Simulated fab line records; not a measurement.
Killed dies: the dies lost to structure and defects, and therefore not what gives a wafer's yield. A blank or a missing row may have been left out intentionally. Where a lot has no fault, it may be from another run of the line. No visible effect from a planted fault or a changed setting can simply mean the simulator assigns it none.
fab line records + flow nandHarc
record:
- lots: 5
- wafers: 15
- lastDay: 24
route steps=1159 shown P_ZERO_WELL@14 END@1159
lots that met no fault: taken from a fault-free run of the same line
startH: start of the lot's first displayed wafer, in hours after the record's first day + waitH: how many hours have passed since the lot's step before this one + " same as the row above + L1.1+2: a single row standing in for several wafers + - no value present, or no start provided + * or withheld: withheld + < > ~ a bound
route shown NAME@n: NAME is a module with steps in the file, n the number in the route of the first one + usual: mean/standard deviation of fault-free wafers + same: alike in all rows + chamber/n: place in a boat + sites: each site's reading + _std_site: standard deviation across them + _edge_site: outer sites' mean less inner sites' + radiusMm: how far each site lies from the wafer's centre + mask NAME#n: copy n + behind: tool/chamber where the wafer was last shaped + hold: why the lot went on hold/how many hours it stayed there/how the hold came to an end + device: transistor that didn't switch, given as n, p or np + end of line: tests of these same wafers at the route's end + for a step that has no rows: nothing shown but its recipe + killed: the dies lost at the first sort to structure and to defects; this is not the yield of the wafer + map: per-die view of a wafer (x killed, . not killed, _ where there is no die)
set.NAME: the setting the step ran with; set.NAME@STEP: the setting that earlier step ran with + model.NAME: the simulator's own value behind a step, which no gauge read
lots seen at some steps along the route; tables by step, rows by wafer
services: a tool's chamber out of use, with start hour (startH, from the record's first day; less than 0 if before it), hours out, and reason
== steps ==
step: NHARC_P_ZERO_WELL_CD_MEAS_11
recipe:
- targetCdNm: 500
- landingEnergyEv: 500
usual:
- cdNm: 500.5/1.6
same:
- landingEnergyEv: 500
| lot.wafer | tool     | chamber | startH | waitH | cdNm  |
|-----------|----------|---------|--------|-------|-------|
| L951.2    | cdSem-02 | 0       | 31.11  | -     | 500.1 |
| L951.4    | "        | 0       | "      | "     | 499.5 |
| L951.5    | "        | 0       | "      | "     | 500.9 |
| L952.1    | cdSem-01 | 0       | 37.14  | -     | 500.3 |
| L952.3    | "        | 0       | "      | "     | 501.6 |
| L952.5    | "        | 0       | "      | "     | 499.3 |
| L968.1    | cdSem-02 | 0       | 133.24 | -     | 501.1 |
| L968.2    | "        | 0       | "      | "     | 500.4 |
| L968.4    | "        | 0       | "      | "     | 500.9 |
| L970.3    | cdSem-01 | 0       | 145.25 | -     | 500.8 |
| L970.5    | "        | 0       | "      | "     | 501.5 |
| L970.6    | "        | 0       | "      | "     | 500.6 |
| L971.2    | cdSem-01 | 0       | 151.26 | -     | 499.0 |
| L971.3    | "        | 0       | "      | "     | 501.4 |
| L971.5    | "        | 0       | "      | "     | 503.9 |
step: NHARC_P_ZERO_WELL_HARDBAKE_12
recipe:
- tempC: 118
- timeS: 65
step: NHARC_P_ZERO_WELL_DESCUM_13
recipe:
- timeS: 3
- o2FlowSccm: 200
- arFlowSccm: 0
- biasPowerW: 0
- chemistry: O2
usual:
- drypumpMotorCurrentA: 5.9/0.52
- oesProductAu: 1.004/0.0078
- rfVppV: 57.6/0.86
- showerheadPlenumPTorr: 1.89/0.087
- throttleValvePct: 11.312/0.0087
| lot.wafer | tool       | chamber | startH | waitH | drypumpMotorCurrentA | oesProductAu | rfHoursCounterH | rfVppV | showerheadPlenumPTorr | throttleValvePct |
|-----------|------------|---------|--------|-------|----------------------|--------------|-----------------|--------|-----------------------|------------------|
| L951.2    | rieDiel-03 | 2       | 31.27  | -     | 6.1                  | 0.998        | 9.0             | 57.6   | 1.78                  | 11.311           |
| L951.4    | "          | 2       | "      | "     | 6.2                  | 0.993        | -               | 57.8   | 1.78                  | 11.333           |
| L951.5    | "          | 0       | "      | "     | 5.8                  | 1.019        | -               | 58.4   | 1.85                  | 11.313           |
| L952.3    | rieDiel-01 | 0       | 37.32  | -     | 6.3                  | 1.000        | 6.2             | 58.0   | 1.99                  | 11.311           |
| L952.1    | "          | 1       | "      | "     | 5.5                  | 1.016        | 6.3             | 56.4   | 1.90                  | 11.321           |
| L952.5    | "          | 0       | "      | "     | 6.3                  | 1.002        | -               | 57.0   | 1.99                  | 11.303           |
| L968.4    | rieDiel-01 | 2       | 133.40 | -     | 5.3                  | 1.003        | 11.3            | 60.8   | 2.04                  | 11.311           |
| L968.2    | "          | 3       | "      | "     | 6.7                  | 0.993        | 11.9            | 55.7   | 1.79                  | 11.330           |
| L968.1    | "          | 0       | "      | "     | 6.3                  | 0.999        | 11.8            | 58.9   | 1.98                  | 11.314           |
| L970.3    | rieDiel-03 | 0       | 145.40 | -     | 5.8                  | 0.991        | 8.5             | 56.2   | 1.85                  | 11.309           |
| L970.6    | "          | 0       | "      | "     | 5.8                  | 1.011        | -               | 57.2   | 1.85                  | 11.308           |
| L970.5    | "          | 1       | "      | "     | 5.3                  | 0.999        | -               | 57.3   | 1.81                  | 11.313           |
| L971.3    | rieDiel-01 | 2       | 151.41 | -     | 5.3                  | 1.000        | 0.4             | 58.4   | 2.04                  | 11.304           |
| L971.2    | "          | 0       | "      | "     | 6.3                  | 0.982        | 0.7             | 60.0   | 1.98                  | 11.303           |
| L971.5    | "          | 2       | "      | "     | 5.3                  | 1.003        | -               | 57.2   | 2.04                  | 11.302           |
step: NHARC_P_ZERO_WELL_ETCH_65
recipe:
- targetDepthA: 800
- overetchA: 240
- timeS: 87.88
- ionEnergyEv: 200
- n2FlowSccm: 150
- h2FlowSccm: 150
- arFlowSccm: 0
- rfW: 400
- biasW: 150
- chemistry: N2/H2
usual:
- drypumpMotorCurrentA: 5.9/0.51
- oesProductAu: 1.006/0.0068
- rfVppV: 429.6/2.6
- showerheadPlenumPTorr: 2.01/0.093
- throttleValvePct: 14.170/0.01
| lot.wafer | tool       | chamber | startH | waitH | drypumpMotorCurrentA | oesProductAu | rfHoursCounterH | rfVppV | showerheadPlenumPTorr | throttleValvePct |
|-----------|------------|---------|--------|-------|----------------------|--------------|-----------------|--------|-----------------------|------------------|
| L951.2    | rieDiel-03 | 2       | 31.42  | 0.1   | 6.1                  | 1.006        | 9.0             | 427.3  | 1.90                  | 14.169           |
| L951.4    | "          | 0       | "      | "     | 5.8                  | 1.012        | -               | 428.3  | 1.97                  | 14.176           |
| L951.5    | "          | 2       | "      | "     | 6.1                  | 0.985        | -               | 426.8  | 1.90                  | 14.184           |
| L952.1    | rieDiel-01 | 1       | 37.40  | 0.1   | 5.5                  | 1.007        | 6.3             | 430.0  | 2.02                  | 14.172           |
| L952.3    | "          | 2       | "      | "     | 5.3                  | 1.004        | 4.9             | 435.0  | 2.18                  | 14.168           |
| L952.5    | "          | 2       | "      | "     | 5.3                  | 1.010        | -               | 433.2  | 2.18                  | 14.169           |
| L968.4    | rieDiel-01 | 0       | 133.49 | 0.1   | 6.3                  | 1.006        | 11.8            | 433.9  | 2.12                  | 14.160           |
| L968.1    | "          | 1       | "      | "     | 5.5                  | 1.007        | 12.5            | 429.9  | 2.02                  | 14.166           |
| L968.2    | "          | 2       | "      | "     | 5.2                  | 1.015        | 11.3            | 433.9  | 2.18                  | 14.184           |
| L970.3    | rieDiel-03 | 3       | 145.49 | 0.1   | 5.9                  | 0.999        | 9.5             | 428.7  | 1.99                  | 14.161           |
| L970.6    | "          | 3       | "      | "     | 5.9                  | 1.002        | -               | 429.4  | 1.99                  | 14.179           |
| L970.5    | "          | 0       | "      | "     | 5.8                  | 1.003        | -               | 426.8  | 1.97                  | 14.181           |
| L971.3    | rieDiel-01 | 1       | 151.50 | 0.1   | 5.5                  | 1.005        | 0.4             | 429.0  | 2.02                  | 14.150           |
| L971.2    | "          | 2       | "      | "     | 5.3                  | 1.013        | 0.4             | 433.1  | 2.18                  | 14.158           |
| L971.5    | "          | 1       | "      | "     | 5.5                  | 1.003        | -               | 431.7  | 2.02                  | 14.161           |
step: NHARC_P_ZERO_WELL_ETCH_62
recipe:
- targetDepthA: 130
- timeS: 6.5
- chf3FlowSccm: 50
- arFlowSccm: 200
- rfW: 500
- biasW: 200
- chemistry: CHF3/Ar
usual:
- drypumpMotorCurrentA: 5.9/0.52
- oesProductAu: 0.965/0.017
- rfVppV: 369.8/2.4
- showerheadPlenumPTorr: 2.31/0.1
- throttleValvePct: 20.217/0.009
| lot.wafer | tool       | chamber | startH | waitH | drypumpMotorCurrentA | oesProductAu | rfHoursCounterH | rfVppV | showerheadPlenumPTorr | throttleValvePct |
|-----------|------------|---------|--------|-------|----------------------|--------------|-----------------|--------|-----------------------|------------------|
| L951.2    | rieDiel-03 | 0       | -      | -     | 5.8                  | 0.946        | 10.2            | 368.9  | 2.27                  | 20.224           |
| L951.4    | "          | 0       | "      | "     | 5.8                  | 0.965        | -               | 368.9  | 2.27                  | 20.223           |
| L951.5    | "          | 0       | "      | "     | 5.8                  | 0.958        | -               | 370.1  | 2.27                  | 20.206           |
| L952.3    | rieDiel-01 | 0       | -      | -     | 6.3                  | 0.966        | 6.2             | 371.3  | 2.43                  | 20.221           |
| L952.1    | "          | 1       | "      | "     | 5.5                  | 0.980        | 6.3             | 369.7  | 2.33                  | 20.204           |
| L952.5    | "          | 3       | "      | "     | 6.7                  | 0.965        | -               | 368.7  | 2.20                  | 20.216           |
| L968.1    | rieDiel-01 | 2       | -      | -     | 5.3                  | 0.969        | 11.3            | 373.4  | 2.49                  | 20.206           |
| L968.2    | "          | 0       | "      | "     | 6.3                  | 0.982        | 11.9            | 372.8  | 2.43                  | 20.221           |
| L968.4    | "          | 1       | "      | "     | 5.5                  | 0.989        | 12.6            | 370.2  | 2.33                  | 20.208           |
| L970.3    | rieDiel-03 | 2       | -      | -     | 6.1                  | 0.929        | 8.7             | 367.2  | 2.19                  | 20.215           |
| L970.5    | "          | 0       | "      | "     | 5.8                  | 0.932        | -               | 369.2  | 2.27                  | 20.215           |
| L970.6    | "          | 1       | "      | "     | 5.3                  | 0.934        | -               | 369.6  | 2.22                  | 20.212           |
| L971.2    | rieDiel-01 | 1       | -      | -     | 5.5                  | 0.967        | 0.5             | 370.6  | 2.33                  | 20.219           |
| L971.3    | "          | 3       | "      | "     | 6.7                  | 0.964        | 0.6             | 366.7  | 2.20                  | 20.218           |
| L971.5    | "          | 0       | "      | "     | 6.3                  | 0.977        | -               | 373.0  | 2.43                  | 20.215           |
step: NHARC_P_ZERO_WELL_ETCH_63
recipe:
- targetDepthA: 1200
- timeS: 40.1
- hbrFlowSccm: 150
- cl2FlowSccm: 50
- rfW: 400
- icpW: 400
- biasW: 100
- chemistry: HBr/Cl2
usual:
- drypumpMotorCurrentA: 5.6/0.45
- oesProductAu: 1.001/0.0071
- throttleValvePct: 26.405/0.0088
| lot.wafer | tool     | chamber | startH | waitH | drypumpMotorCurrentA | oesProductAu | rfHoursCounterH | throttleValvePct |
|-----------|----------|---------|--------|-------|----------------------|--------------|-----------------|------------------|
| L951.2    | rieSi-02 | 3       | 31.66  | -     | 6.3                  | 1.002        | 1.3             | 26.406           |
| L951.4    | "        | 0       | "      | "     | 5.8                  | 0.999        | -               | 26.401           |
| L951.5    | "        | 2       | "      | "     | 6.2                  | 0.998        | -               | 26.400           |
| L952.1    | rieSi-03 | 0       | 37.58  | -     | 5.8                  | 0.982        | 0.4             | 26.387           |
| L952.3    | "        | 2       | "      | "     | 5.4                  | 1.012        | 0.4             | 26.413           |
| L952.5    | "        | 3       | "      | "     | 5.1                  | 1.002        | -               | 26.413           |
| L968.4    | rieSi-02 | 0       | 133.66 | -     | 5.8                  | 1.020        | 0.9             | 26.394           |
| L968.2    | "        | 1       | "      | "     | 4.9                  | 1.011        | 0.9             | 26.409           |
| L968.1    | "        | 3       | "      | "     | 6.3                  | 1.005        | 0.9             | 26.412           |
| L970.3    | rieSi-03 | 3       | 145.66 | -     | 5.1                  | 0.985        | 1.4             | 26.407           |
| L970.5    | "        | 3       | "      | "     | 5.1                  | 0.998        | -               | 26.405           |
| L970.6    | "        | 0       | "      | "     | 5.8                  | 0.992        | -               | 26.414           |
| L971.3    | rieSi-03 | 1       | 151.68 | -     | 5.9                  | 1.010        | 1.4             | 26.401           |
| L971.2    | "        | 2       | "      | "     | 5.4                  | 0.989        | 1.3             | 26.405           |
| L971.5    | "        | 0       | "      | "     | 5.8                  | 0.994        | -               | 26.398           |
step: NHARC_P_ZERO_WELL_STRIP_15
recipe:
- timeS: 900
- tempC: 130
- chemistry: SPM
step: NHARC_P_ZERO_WELL_DEHYDRATE_16
recipe:
- tempC: 150
- timeS: 120
step: NHARC_P_ZERO_WELL_HMDS_17
recipe:
- timeS: 30
step: NHARC_P_ZERO_WELL_COAT_18
recipe:
- spinRpm: withheld
step: NHARC_P_ZERO_WELL_SOFTBAKE_19
recipe:
- tempC: 122
- timeS: 95
step: NHARC_P_ZERO_WELL_EBR_20
step: NHARC_P_ZERO_WELL_EXPOSE_21
recipe:
- na: 0.6
- targetCdNm: 720
- doseMj: 22.31
- maskId: P_NWELL
usual:
- stageVelMmS: 500.03/0.23
| lot.wafer | tool          | chamber | startH | waitH | mask      | stageVelMmS |
|-----------|---------------|---------|--------|-------|-----------|-------------|
| L951.2    | krfScanner-03 | 0       | 32.31  | -     | P_NWELL#0 | 500.17      |
| L951.4    | "             | 0       | "      | "     | P_NWELL#0 | 500.00      |
| L951.5    | "             | 0       | "      | "     | P_NWELL#0 | 500.28      |
| L952.1    | krfScanner-04 | 0       | 38.34  | -     | P_PWELL#0 | 500.30      |
| L952.3    | "             | 0       | "      | "     | P_PWELL#0 | 500.18      |
| L952.5    | "             | 0       | "      | "     | P_PWELL#0 | 500.07      |
| L968.1    | krfScanner-03 | 0       | 134.32 | -     | P_NWELL#0 | 500.01      |
| L968.2    | "             | 0       | "      | "     | P_NWELL#0 | 499.66      |
| L968.4    | "             | 0       | "      | "     | P_NWELL#0 | 500.24      |
| L970.3    | krfScanner-03 | 0       | 146.32 | -     | P_NWELL#0 | 499.98      |
| L970.5    | "             | 0       | "      | "     | P_NWELL#0 | 499.70      |
| L970.6    | "             | 0       | "      | "     | P_NWELL#0 | 500.10      |
| L971.2    | krfScanner-04 | 0       | 152.46 | -     | P_NWELL#0 | 500.18      |
| L971.3    | "             | 0       | "      | "     | P_NWELL#0 | 500.19      |
| L971.5    | "             | 0       | "      | "     | P_NWELL#0 | 500.35      |
step: NHARC_P_ZERO_WELL_PEB_22
recipe:
- pebTempC: 118
- pebTimeS: 85
step: NHARC_P_ZERO_WELL_DEVELOP_23
recipe:
- timeS: 70
step: NHARC_P_ZERO_WELL_CD_MEAS_24
recipe:
- targetCdNm: 720
- landingEnergyEv: 500
usual:
- cdNm: 720.2/1.6
same:
- landingEnergyEv: 500
| lot.wafer | tool     | chamber | startH | waitH | cdNm  |
|-----------|----------|---------|--------|-------|-------|
| L951.2    | cdSem-03 | 0       | 32.46  | -     | 719.2 |
| L951.4    | "        | 0       | "      | "     | 720.0 |
| L951.5    | "        | 0       | "      | "     | 720.1 |
| L952.1    | cdSem-02 | 0       | 38.50  | -     | -     |
| L952.3    | "        | 0       | "      | "     | -     |
| L952.5    | "        | 0       | "      | "     | -     |
| L968.1    | cdSem-01 | 0       | 134.48 | -     | 718.2 |
| L968.2    | "        | 0       | "      | "     | 715.2 |
| L968.4    | "        | 0       | "      | "     | 718.0 |
| L970.3    | cdSem-03 | 0       | 146.47 | -     | 719.6 |
| L970.5    | "        | 0       | "      | "     | 719.7 |
| L970.6    | "        | 0       | "      | "     | 719.0 |
| L971.2    | cdSem-02 | 0       | 152.62 | -     | 718.6 |
| L971.3    | "        | 0       | "      | "     | 719.4 |
| L971.5    | "        | 0       | "      | "     | 719.9 |
step: NHARC_P_ZERO_WELL_HARDBAKE_25
recipe:
- tempC: 125
- timeS: 80
step: NHARC_END_SORT_01
recipe:
- tempC: 25
usual:
- killedAtArray: 26/9.9
- killedAtOther: 0.8/1
- killedAtPeriphery: 2.8/2.2
- killedDies: 29/9.9
- killedOpen: 3.2/1.8
- killedShort: 2.1/1.4
same:
- grossDies: 677
| lot.wafer | tool      | chamber | startH | waitH | killedAtArray | killedAtOther | killedAtPeriphery | killedDies | killedOpen | killedShort |
|-----------|-----------|---------|--------|-------|---------------|---------------|-------------------|------------|------------|-------------|
| L952.1    | prober-01 | 0       | 471.36 | 2.5   | 24            | 1             | 652               | 677        | 4          | 0           |
| L952.3    | prober-01 | 0       | 472.98 | 3.1   | 25            | 4             | 648               | 677        | 5          | 1           |
| L952.5    | prober-01 | 0       | 474.59 | 3.7   | 21            | 3             | 653               | 677        | 2          | 2           |
killed by level:class
L952.1 P_ZERO_WELL:areaExpose=650 A_SLIT:chamberFilmFlake=10 A_BONDPAD:chamberFilmFlake=4 A_STAIRCASE:chamberFilmFlake=3 A_CHANNEL_HOLE_D1:chamberFilmFlake=2 A_CONTACT:chamberFilmFlake=2 P_M0:geometricParticle:open=1 P_M2:geometricParticle:open=1
L952.3 P_ZERO_WELL:areaExpose=645 A_SLIT:chamberFilmFlake=10 A_CHANNEL_HOLE_D1:chamberFilmFlake=4 A_STAIRCASE:chamberFilmFlake=4 THIN_TSV:chamberFilmFlake=4 A_CONTACT:geometricParticle:open=3 A_BONDPAD:chamberFilmFlake=3 P_CONTACT:geometricParticle:open=1
L952.5 P_ZERO_WELL:areaExpose=650 A_SLIT:chamberFilmFlake=5 A_STAIRCASE:chamberFilmFlake=4 A_BONDPAD:chamberFilmFlake=4 A_CHANNEL_HOLE_D1:chamberFilmFlake=3 THIN_TSV:chamberFilmFlake=3 P_M1:chamberFilmFlake=2 A_CONTACT:chamberFilmFlake=2
map L952.1 (x killed, . not)
____________x____________
_________xxxxxxx_________
_______xxxxxxxxxxx_______
______xxxxxxxxxxxxx______
_____xxxxxxxxxxxxxxx_____
____xxxxxxxxxxxxxxxxx____
____xxxxxxxxxxxxxxxxx____
___xxxxxxxxxxxxxxxxxxx___
___xxxxxxxxxxxxxxxxxxx___
__xxxxxxxxxxxxxxxxxxxxx__
__xxxxxxxxxxxxxxxxxxxxx__
_xxxxxxxxxxxxxxxxxxxxxxx_
_xxxxxxxxxxxxxxxxxxxxxxx_
_xxxxxxxxxxxxxxxxxxxxxxx_
_xxxxxxxxxxxxxxxxxxxxxxx_
_xxxxxxxxxxxxxxxxxxxxxxx_
xxxxxxxxxxxxxxxxxxxxxxxxx
xxxxxxxxxxxxxxxxxxxxxxxxx
xxxxxxxxxxxxxxxxxxxxxxxxx
xxxxxxxxxxxxxxxxxxxxxxxxx
xxxxxxxxxxxxxxxxxxxxxxxxx
_xxxxxxxxxxxxxxxxxxxxxxx_
_xxxxxxxxxxxxxxxxxxxxxxx_
_xxxxxxxxxxxxxxxxxxxxxxx_
_xxxxxxxxxxxxxxxxxxxxxxx_
_xxxxxxxxxxxxxxxxxxxxxxx_
__xxxxxxxxxxxxxxxxxxxxx__
__xxxxxxxxxxxxxxxxxxxxx__
___xxxxxxxxxxxxxxxxxxx___
___xxxxxxxxxxxxxxxxxxx___
____xxxxxxxxxxxxxxxxx____
____xxxxxxxxxxxxxxxxx____
_____xxxxxxxxxxxxxxx_____
______xxxxxxxxxxxxx______
_______xxxxxxxxxxx_______
_________xxxxxxx_________
____________x____________
map L971.2 (x killed, . not)
____________.____________
_________......._________
_______..........._______
______.............______
_____.........x....._____
____.................____
____........x.....x..____
___...................___
___...................___
__................x....__
__..................xx.__
_..................x...._
_....................x.._
_......................._
_.....x................._
_......................._
.........................
.........................
.........................
.........................
.........................
_..x.....x.............._
_................x......_
_......................._
_............x.........._
_................x......_
__.....................__
__.....................__
___...................___
___...................___
____.......x.........____
____.x...............____
_____.....xx.x......_____
______...xxxx.....x______
_______...xxxx...._______
_________xxxx..._________
____________x____________
== services ==
| tool          | chamber | startH | hours | kind   |
|---------------|---------|--------|-------|--------|
| rieDiel-01    | 0       | 19.10  | -     | clean  |
| rieDiel-01    | 1       | 19.10  | -     | clean  |
| rieDiel-01    | 2       | 19.10  | -     | clean  |
| rieDiel-01    | 3       | 19.10  | -     | clean  |
| rieDiel-03    | 1       | 26.85  | 10.4  | repair |
| rieSi-02      | 1       | 28.63  | 6.5   | repair |
| rieDiel-03    | 3       | 31.03  | 5.1   | repair |
| rieSi-02      | -       | 34.00  | 9.0   | pm     |
| rieSi-03      | 0       | 37.71  | 4.3   | repair |
| rieDiel-03    | -       | 38.30  | 9.0   | pm     |
| rieDiel-01    | 0       | 43.60  | -     | clean  |
| rieDiel-01    | 1       | 43.60  | -     | clean  |
| rieDiel-01    | 2       | 43.60  | -     | clean  |
| rieDiel-01    | 3       | 43.60  | -     | clean  |
| krfScanner-04 | -       | 45.40  | 0.7   | repair |
| rieSi-03      | 2       | 60.58  | 5.2   | repair |
| rieDiel-03    | 0       | 63.07  | 7.1   | repair |
| rieSi-02      | 2       | 88.51  | 29.4  | repair |
| krfScanner-04 | -       | 108.14 | 1.2   | repair |
| rieDiel-01    | 2       | 112.53 | 6.3   | repair |
| krfScanner-04 | -       | 113.00 | 1.2   | repair |
| krfScanner-04 | -       | 126.00 | 4.0   | pm     |
| rieDiel-01    | -       | 138.10 | 9.0   | pm     |
| rieDiel-03    | 0       | 151.13 | 7.8   | repair |
== key ==
firstSign:
- step: NHARC_P_ZERO_WELL_EXPOSE_21
- reading: mask
- direction: changed
effect:
- step: NHARC_P_ZERO_WELL_CD_MEAS_24
- reading: cdNm
- direction: missing
effect:
- step: NHARC_END_SORT_01
- reading: killedAtPeriphery
- direction: up
- sigmas: 99+
- usual: 2.8
- struck: 651
moreKillsBornAt:
- NHARC_P_ZERO_WELL_EXPOSE_21@krfScanner-04: 1945
metAt NHARC_P_ZERO_WELL_EXPOSE_21
struckWafers L952.1,L952.3,L952.5
laterRowsLeftOut L952.1,L952.3,L952.5
testerLeftOut L952
fault:
- kind: wrongMask
- tool: any
- chamber: -
- onsetH: 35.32
- steps: NHARC_P_ZERO_WELL_EXPOSE_21
- auxCopy: P_PWELL#0
- scope: struckLotsOnly
testerLeftOut: of these lots the tester's yield and bins aren't shown, on N5 and GAA mostly nor the transistor test; their killed dies are dies lost to structure and defects alone, not to doping, threshold or leakage, so they don't give the yield
laterRowsLeftOut: the simulator's readings of these wafers behind a module that went badly wrong aren't trusted and aren't shown, but for the sort
